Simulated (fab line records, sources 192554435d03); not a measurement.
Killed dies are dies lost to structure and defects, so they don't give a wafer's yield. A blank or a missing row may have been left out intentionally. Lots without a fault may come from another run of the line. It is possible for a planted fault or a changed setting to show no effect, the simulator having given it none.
fab line records -- flow n5Finfet
record lots=9, wafers=24, lastDay=17
route steps=1938 shown FIN_SAQP@96 BEOL_M4@1111
lots that met no fault: from a run of the same line without faults
startH: the number of hours between the record's first day and the start of the first shown wafer of the lot -- waitH: hours from the lot's prior step to this one -- " identical to the entry in the row above -- L1.1+2: a single row standing in for several wafers -- - value missing, or start not given -- * or withheld: withheld -- < > ~ a bound
route shown NAME@n: a module of which the file shows steps, and the number in the route of the first -- usual: mean/standard deviation taken from wafers without a fault -- same: alike in all rows -- chamber/n: place in a boat -- sites: per-site readings -- _std_site: standard deviation across them -- _edge_site: the outer-site mean with the inner-site mean subtracted -- radiusMm: how far each site lies from the wafer's centre -- mask NAME#n: copy n -- behind: tool/chamber where the wafer was last shaped -- hold: why the lot went on hold/how many hours it stayed there/how the hold came to an end -- device: whichever transistor did not switch (one of n, p or np) -- end of line: at the end of the route, the tests of the same wafers -- a step given without rows: its recipe and nothing more -- killed: dies lost to structure and defects at the first sort, not the wafer's yield -- map: the dies of a wafer, with x for killed, . for not killed, _ for no die there
set.NAME: the setting the step ran with; set.NAME@STEP: the setting that earlier step ran with -- model.NAME: the simulator's own value behind a step, which no gauge read
a sample of lots followed through the steps of the route, with each step as a table and each wafer as a row
services: the hour from which a tool's chamber was out of use, counted from the record's first day as startH (under 0 if before that day), plus the number of hours and why
## steps
# step N5_FIN_SAQP_HM_DEP_03
# recipe material=SiNx, targetThkA=380, tempC=400, precursor=SiH4/NH3/N2, pressureTorr=1.5, rfW=300, timeS=33.6
# usual heaterPowerW=752/85, showerheadPlenumPTorr=5.13/0.069, throttleValvePct=39.0/1.8
lot.wafer,tool,chamber,startH,waitH,heaterPowerW,showerheadPlenumPTorr,throttleValvePct
L738.1,pecvd-01,1,50.75,0.2,701,5.14,40.3
L738.4,pecvd-01,2,50.75,0.2,736,5.04,35.4
L738.6,pecvd-01,0,50.75,0.2,794,5.26,40.9
L742.5,pecvd-03,0,75.10,0.1,800,5.10,40.6
L742.6,pecvd-03,2,75.10,0.1,698,5.07,37.6
L743.1,pecvd-03,0,81.55,0.2,771,5.12,40.3
L743.5,pecvd-03,1,81.55,0.2,780,5.14,38.6
L745.1,pecvd-04,1,93.20,0.2,971,5.15,38.1
L745.3,pecvd-04,0,93.20,0.2,877,5.14,40.0
L747.1,pecvd-03,2,104.55,0.2,713,5.07,37.5
L747.4,pecvd-03,2,104.55,0.2,705,5.07,37.6
L747.5,pecvd-03,0,104.55,0.2,806,5.13,40.5
L750.1,pecvd-01,2,122.45,0.2,639,5.03,35.7
L750.2,pecvd-01,0,122.45,0.2,691,5.26,41.2
L750.4,pecvd-01,1,122.45,0.2,734,5.14,40.0
L751.2,pecvd-01,1,128.47,0.2,713,5.14,40.2
L751.4,pecvd-01,0,128.47,0.2,774,5.28,41.4
L751.5,pecvd-01,2,128.47,0.2,618,5.04,35.7
L753.4,pecvd-01,0,141.44,0.1,720,5.27,41.3
L753.5,pecvd-01,2,141.44,0.1,648,5.03,35.7
L753.6,pecvd-01,1,141.44,0.1,721,5.14,40.4
L754.1,pecvd-04,0,147.87,0.2,852,5.12,40.0
L754.3,pecvd-04,1,147.87,0.2,972,5.15,38.3
L754.6,pecvd-04,1,147.87,0.2,942,5.17,38.3
# step N5_FIN_SAQP_PECVD_48
# recipe material=SiNx, targetThkA=250, tempC=400, precursor=SiH4/NH3/N2, pressureTorr=1.5, rfW=300, timeS=22.1
# usual heaterPowerW=765/77, showerheadPlenumPTorr=5.13/0.059, throttleValvePct=38.9/1.7
lot.wafer,tool,chamber,startH,waitH,heaterPowerW,showerheadPlenumPTorr,throttleValvePct
L738.1,pecvd-01,0,50.91,0.0,682,5.28,41.1
L738.4,pecvd-01,2,50.91,0.0,727,5.04,35.6
L738.6,pecvd-01,0,50.91,0.0,653,5.27,41.2
L742.5,pecvd-01,1,75.26,0.0,655,5.15,40.4
L742.6,pecvd-01,2,75.26,0.0,716,5.05,35.3
L743.1,pecvd-01,0,81.72,0.0,784,5.26,40.9
L743.5,pecvd-01,2,81.72,0.0,721,5.03,35.2
L745.1,pecvd-01,0,93.37,0.0,750,5.26,41.3
L745.3,pecvd-01,1,93.37,0.0,632,5.13,40.2
L747.1,pecvd-04,2,104.72,0.0,830,5.12,38.8
L747.4,pecvd-04,2,104.72,0.0,829,5.12,38.5
L747.5,pecvd-04,1,104.72,0.0,809,5.16,38.3
L750.1,pecvd-03,0,122.62,0.0,761,5.12,40.7
L750.2,pecvd-03,1,122.62,0.0,762,5.13,38.5
L750.4,pecvd-03,2,122.62,0.0,695,5.07,37.5
L751.2,pecvd-04,0,128.66,0.0,848,5.13,39.7
L751.4,pecvd-04,0,128.66,0.0,876,5.14,39.9
L751.5,pecvd-04,2,128.66,0.0,876,5.11,38.9
L753.4,pecvd-04,0,141.62,0.0,750,5.13,40.1
L753.5,pecvd-04,0,141.62,0.0,747,5.14,40.2
L753.6,pecvd-04,1,141.62,0.0,890,5.18,38.2
L754.1,pecvd-04,1,148.09,0.0,960,5.15,38.3
L754.3,pecvd-04,1,148.09,0.0,957,5.16,38.1
L754.6,pecvd-04,1,148.09,0.0,931,5.14,38.3
# step N5_FIN_SAQP_DESCUM_21
# recipe chemistry=O2, timeS=7.9, sourcePowerW=50, biasPowerW=20, pressureMtorr=20, rfFrequencyHz=2.712e+07, tempC=40, resist=CAR-ArF, o2FlowSccm=225
# usual drypumpMotorCurrentA=5.57/0.29, oesProductAu=0.79/0.079, rfVppV=243.8/1.2, showerheadPlenumPTorr=2.14/0.06, throttleValvePct=20.5/0.34
lot.wafer,tool,chamber,startH,waitH,drypumpMotorCurrentA,oesProductAu,rfHoursCounterH,rfVppV,showerheadPlenumPTorr,throttleValvePct
L738.1,rieDiel-06,1,51.91,0.4,5.63,0.73,184,244.2,2.15,20.7
L738.4,rieDiel-06,3,51.91,0.4,5.13,0.74,137,244.0,2.20,20.9
L738.6,rieDiel-06,3,51.91,0.4,5.10,0.74,-,242.6,2.20,20.9
L742.5,rieDiel-01,1,76.68,0.0,5.48,0.78,-,244.8,2.18,20.5
L742.6,rieDiel-01,2,76.68,0.0,5.64,0.71,-,244.9,2.19,20.9
L743.1,rieDiel-06,2,82.43,0.0,5.50,0.86,54,242.7,2.11,20.3
L743.5,rieDiel-06,2,82.43,0.0,5.49,0.86,-,243.7,2.11,20.3
L745.1,rieDiel-01,1,93.95,0.0,5.48,0.78,145,243.9,2.18,20.5
L745.3,rieDiel-01,2,93.95,0.0,5.64,0.71,202,244.8,2.18,20.9
L747.1,rieDiel-03,2,105.45,0.1,6.32,0.74,176,242.4,2.11,20.6
L747.4,rieDiel-03,0,105.45,0.1,5.31,0.70,224,244.7,2.16,20.9
L747.5,rieDiel-03,0,105.45,0.1,5.30,0.70,-,244.1,2.16,20.9
L750.1,rieDiel-01,1,123.33,0.0,5.47,0.77,155,245.3,2.18,20.5
L750.2,rieDiel-01,3,123.33,0.0,5.50,0.93,20,241.5,2.04,20.0
L750.4,rieDiel-01,2,123.33,0.0,5.69,0.70,212,243.7,2.18,20.9
L751.2,rieDiel-06,1,129.41,0.0,5.64,0.72,211,243.0,2.14,20.7
L751.4,rieDiel-06,3,129.41,0.0,5.15,0.73,161,242.8,2.19,20.9
L751.5,rieDiel-06,3,129.41,0.0,5.11,0.73,-,244.5,2.19,20.9
L753.4,rieDiel-03,1,142.23,0.0,5.77,0.80,103,244.1,2.14,20.5
L753.5,rieDiel-03,3,142.23,0.0,5.12,0.75,-,243.3,2.11,20.5
L753.6,rieDiel-03,2,142.23,0.0,6.25,0.73,-,242.0,2.10,20.6
L754.1,rieDiel-01,0,148.84,0.0,5.76,0.87,47,244.1,2.22,20.1
L754.3,rieDiel-01,3,148.84,0.0,5.50,0.90,29,242.3,2.04,20.0
L754.6,rieDiel-01,1,148.84,0.0,5.47,0.76,-,243.8,2.17,20.5
# step N5_FIN_SAQP_ETCH_57
# recipe chemistry=CH3F/O2, target=SiNx, maskMaterial=SiO2, targetDepthA=325, timeS=46.4, pressureMtorr=30, sourceW=395, biasW=73, Ar_flow_sccm=150, CH3F_flow_sccm=30, O2_flow_sccm=20, ionEnergyEv=120, ends=cleared
# usual drypumpMotorCurrentA=5.6/0.35, etchRfOnTimeS=46.5/1.1, oesProductAu=0.67/0.064, rfVppV=297/6, showerheadPlenumPTorr=2.03/0.051, throttleValvePct=16.4/0.31
lot.wafer,tool,chamber,startH,waitH,drypumpMotorCurrentA,etchRfOnTimeS,oesProductAu,rfHoursCounterH,rfVppV,showerheadPlenumPTorr,throttleValvePct
L738.1,rieDiel-01,0,54.00,0.1,5.7,44.7,0.79,16,297,2.12,15.8
L738.4,rieDiel-01,1,54.00,0.1,5.5,46.2,0.68,132,301,2.09,16.4
L738.6,rieDiel-01,2,54.00,0.1,5.7,47.1,0.61,-,304,2.07,16.7
L742.5,rieDiel-01,1,79.18,0.3,5.5,34.3,0.68,-,299,2.08,16.4
L742.6,rieDiel-01,0,79.18,0.3,5.7,45.9,0.77,-,298,2.12,15.8
L743.1,rieDiel-06,1,84.68,0.0,5.6,45.8,0.63,195,290,2.06,16.7
L743.5,rieDiel-06,0,84.68,0.0,5.9,34.1,0.75,-,292,1.94,16.0
L745.1,rieDiel-01,0,96.12,0.0,5.7,44.5,0.77,30,297,2.11,15.8
L745.3,rieDiel-01,3,96.12,0.0,5.5,35.1,0.80,15,297,1.97,15.9
L747.1,rieDiel-03,2,107.51,0.0,6.3,46.9,0.63,177,300,1.99,16.4
L747.4,rieDiel-03,3,107.51,0.0,5.1,46.2,0.64,137,296,2.01,16.3
L747.5,rieDiel-03,1,107.51,0.0,5.7,46.6,0.69,-,306,2.02,16.2
L750.1,rieDiel-03,0,125.63,0.0,5.4,47.5,0.59,230,299,2.07,16.9
L750.2,rieDiel-03,2,125.63,0.0,6.3,48.3,0.61,184,300,1.98,16.4
L750.4,rieDiel-03,1,125.63,0.0,5.7,47.1,0.67,97,305,2.02,16.2
L751.2,rieDiel-01,1,131.70,0.1,5.5,45.9,0.67,158,300,2.08,16.5
L751.4,rieDiel-01,2,131.70,0.1,5.7,48.1,0.60,214,302,2.06,16.7
L751.5,rieDiel-01,3,131.70,0.1,5.5,46.2,0.78,-,299,1.97,16.0
L753.4,rieDiel-03,1,144.51,0.1,5.8,46.9,0.67,104,305,2.01,16.2
L753.5,rieDiel-03,3,144.51,0.1,5.1,47.1,0.63,-,294,2.00,16.4
L753.6,rieDiel-03,0,144.51,0.1,5.3,47.8,0.59,-,298,2.07,16.9
L754.1,rieDiel-01,3,151.29,0.0,5.5,46.7,0.76,30,298,1.97,16.0
L754.3,rieDiel-01,0,151.29,0.0,5.7,45.6,0.75,48,297,2.11,15.9
L754.6,rieDiel-01,0,151.29,0.0,5.7,45.9,0.75,-,298,2.11,15.9
# step N5_FIN_SAQP_MANDREL_ETCH_58
# recipe chemistry=HBr/Cl2, target=a-Si, targetDepthA=450, btTimeS=10, stopOn=SiNx, maskMaterial=SiO2, overEtchFrac=0.8, timeS=27, pressureMtorr=10, icpW=800, biasW=75, HBr_flow_sccm=150, Cl2_flow_sccm=80, ends=endPoint
# usual drypumpMotorCurrentA=5.4/0.45, mfcCl2Sccm=79.99/0.24, oesProductAu=0.700/0.0094, throttleValvePct=35.74/0.24
lot.wafer,tool,chamber,startH,waitH,drypumpMotorCurrentA,mfcCl2Sccm,oesProductAu,rfHoursCounterH,throttleValvePct
L738.1,rieSi-05,0,54.14,0.0,5.9,80.15,0.704,116,35.70
L738.4,rieSi-05,2,54.14,0.0,5.8,80.04,0.696,113,35.84
L738.6,rieSi-05,0,54.14,0.0,5.9,80.03,0.705,-,35.70
L742.5,rieSi-02,1,79.31,0.0,5.6,80.27,0.701,-,35.56
L742.6,rieSi-02,0,79.31,0.0,4.8,80.14,0.707,-,35.60
L743.1,rieSi-02,2,84.82,0.0,5.8,79.91,0.699,41,35.62
L743.5,rieSi-02,1,84.82,0.0,5.6,80.16,0.697,-,35.58
L745.1,rieSi-02,3,96.26,0.0,5.4,80.29,0.704,38,36.03
L745.3,rieSi-02,0,96.26,0.0,4.8,80.03,0.702,65,35.58
L747.1,rieSi-02,3,107.65,0.0,5.4,80.55,0.701,38,36.03
L747.4,rieSi-02,2,107.65,0.0,5.8,79.79,0.703,42,35.62
L747.5,rieSi-02,2,107.65,0.0,5.8,80.37,0.702,-,35.61
L750.1,rieSi-02,3,125.77,0.0,5.4,80.12,0.683,38,36.05
L750.2,rieSi-02,1,125.77,0.0,5.6,80.26,0.694,75,35.58
L750.4,rieSi-02,2,125.77,0.0,5.8,80.04,0.699,42,35.60
L751.2,rieSi-03,2,131.84,0.0,5.8,79.68,0.709,10,35.65
L751.4,rieSi-03,3,131.84,0.0,5.2,79.85,0.703,180,36.03
L751.5,rieSi-03,1,131.84,0.0,5.1,79.85,0.712,-,35.24
L753.4,rieSi-03,0,144.65,0.0,6.2,80.32,0.690,19,36.22
L753.5,rieSi-03,3,144.65,0.0,5.2,80.05,0.692,-,36.04
L753.6,rieSi-03,0,144.65,0.0,6.2,79.87,0.681,-,36.24
L754.1,rieSi-02,1,151.43,0.0,5.6,79.91,0.685,75,35.59
L754.3,rieSi-02,3,151.43,0.0,5.4,80.20,0.702,39,36.03
L754.6,rieSi-02,3,151.43,0.0,5.4,80.03,0.706,-,36.02
# step N5_BEOL_M4_RC_MEAS_101
# usual DIBL_N=36.1/1.6, DIBL_P=35.7/1.8, IOFF_N=0.159/0.027, IOFF_P=0.21/0.03, ION_N=673/10, ION_P=462/7.4, SS_N=71.4/0.56, SS_P=73.2/0.61, VT_N=249.7/3, VT_P=-250/3.1
lot.wafer,tool,chamber,startH,waitH,DIBL_N[mV/V],DIBL_P[mV/V],IOFF_N[nA/um],IOFF_P[nA/um],ION_N[uA/um],ION_P[uA/um],SS_N[mV/dec],SS_P[mV/dec],VT_N[mV],VT_P[mV]
L738.1,prober-02,0,191.87,0.0,36.4,34.9,0.162,0.20,671,463,71.4,72.7,250.1,-250
L738.4,prober-02,0,191.87,0.0,37.0,35.9,0.170,0.22,678,467,71.6,73.7,246.8,-248
L738.6,prober-02,0,191.87,0.0,36.4,35.9,0.167,0.23,676,469,71.2,73.8,247.0,-247
L742.5,prober-02,0,221.34,0.6,33.3,33.7,0.131,0.17,672,459,70.0,72.1,255.0,-253
L742.6,prober-02,0,221.34,0.6,36.9,36.3,0.187,0.21,679,455,71.9,73.8,249.4,-249
L743.1,prober-02,0,227.29,0.0,37.7,36.6,0.169,0.22,674,460,71.1,73.6,249.1,-251
L743.5,prober-02,0,227.29,0.0,36.4,35.7,0.149,0.21,675,462,71.5,73.1,248.8,-248
L745.1,prober-01,0,237.41,0.0,38.7,37.3,0.185,0.24,683,466,71.8,73.4,248.5,-250
L745.3,prober-01,0,237.41,0.0,36.6,34.5,0.151,0.19,654,450,71.3,73.6,253.6,-251
L747.1,prober-02,0,252.43,0.0,35.3,35.3,0.144,0.19,664,458,70.8,73.9,253.9,-252
L747.4,prober-02,0,252.43,0.0,33.6,33.2,0.117,0.18,641,453,71.1,72.3,256.6,-251
L747.5,prober-02,0,252.43,0.0,34.6,35.1,0.140,0.19,662,454,71.1,74.0,250.2,-251
L750.1,prober-02,0,276.55,0.0,35.1,36.0,0.152,0.20,684,468,71.3,72.8,249.8,-252
L750.2,prober-02,0,276.55,0.0,38.1,38.5,0.243,0.25,688,466,72.3,73.2,242.1,-249
L750.4,prober-02,0,276.55,0.0,35.5,36.5,0.172,0.20,685,461,72.0,72.8,246.1,-249
L751.2,prober-01,0,281.48,0.2,35.4,35.2,0.131,0.18,675,462,70.7,72.7,249.4,-251
L751.4,prober-01,0,281.48,0.2,38.7,38.5,0.195,0.23,679,463,71.5,74.0,246.7,-249
L751.5,prober-01,0,281.48,0.2,39.3,38.7,0.200,0.23,686,466,71.9,74.1,248.2,-246
L753.4,prober-01,0,305.14,0.5,34.9,34.5,0.122,0.17,666,455,71.1,73.3,253.6,-252
L753.5,prober-01,0,305.14,0.5,35.7,36.9,0.148,0.21,683,467,70.8,73.6,250.6,-250
L753.6,prober-01,0,305.14,0.5,36.4,37.7,0.163,0.21,683,465,71.6,73.8,250.1,-251
L754.1,prober-01,0,309.25,0.0,37.1,36.8,0.195,0.23,678,461,71.9,72.9,247.2,-250
L754.3,prober-01,0,309.25,0.0,35.3,34.9,0.147,0.19,672,457,71.5,72.3,251.9,-253
L754.6,prober-01,0,309.25,0.0,36.2,36.0,0.178,0.22,677,463,72.2,72.4,249.4,-250
## services
tool,chamber,startH,hours,kind
rieDiel-03,-,32.33,1.6,repair
rieDiel-01,3,33.81,-,clean
rieDiel-01,3,33.81,-,consumableReplace:focusRing
rieDiel-01,3,33.81,18.1,scheduledDown
rieDiel-01,3,33.81,18.1,ventCycle
pecvd-01,0,35.32,5.5,scheduledDown
rieSi-05,3,35.56,8.3,repair
rieSi-03,3,58.52,6.6,repair
rieSi-02,3,67.78,4.5,repair
rieDiel-01,2,87.98,4.9,repair
rieSi-02,1,100.25,3.1,repair
rieDiel-01,3,105.08,9.1,repair
pecvd-04,-,106.11,2.8,pm
rieDiel-01,0,113.19,5.2,repair
rieDiel-06,2,113.32,8.0,repair
pecvd-04,1,125.18,5.5,scheduledDown
pecvd-04,2,138.79,-,clean
pecvd-04,2,138.79,29.5,scheduledDown
pecvd-04,2,138.79,29.5,ventCycle
rieDiel-06,2,144.85,12.2,repair
pecvd-03,-,146.85,5.5,pm
## key
firstSign step=N5_FIN_SAQP_ETCH_57, reading=etchRfOnTimeS, direction=down, sigmas=11, usual=*, struck=*
effect none on later readings
metAt N5_FIN_SAQP_PECVD_48
struckLots L742,L743,L745
struckWafers L742.5,L743.5,L745.3
notActingAt N5_FIN_SAQP_HM_DEP_03,N5_FIN_SAQP_DESCUM_21,N5_FIN_SAQP_MANDREL_ETCH_58
onsetBetween 50.91 75.26
fault kind=processParameterDrift, tool=pecvd-01, chamber=-, onsetH=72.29, steps=N5_FIN_SAQP_PECVD_48, channel=timeS, offset=*, shape=step, endH=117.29, scope=struckWafersOnly, actsIn=*, stated=*
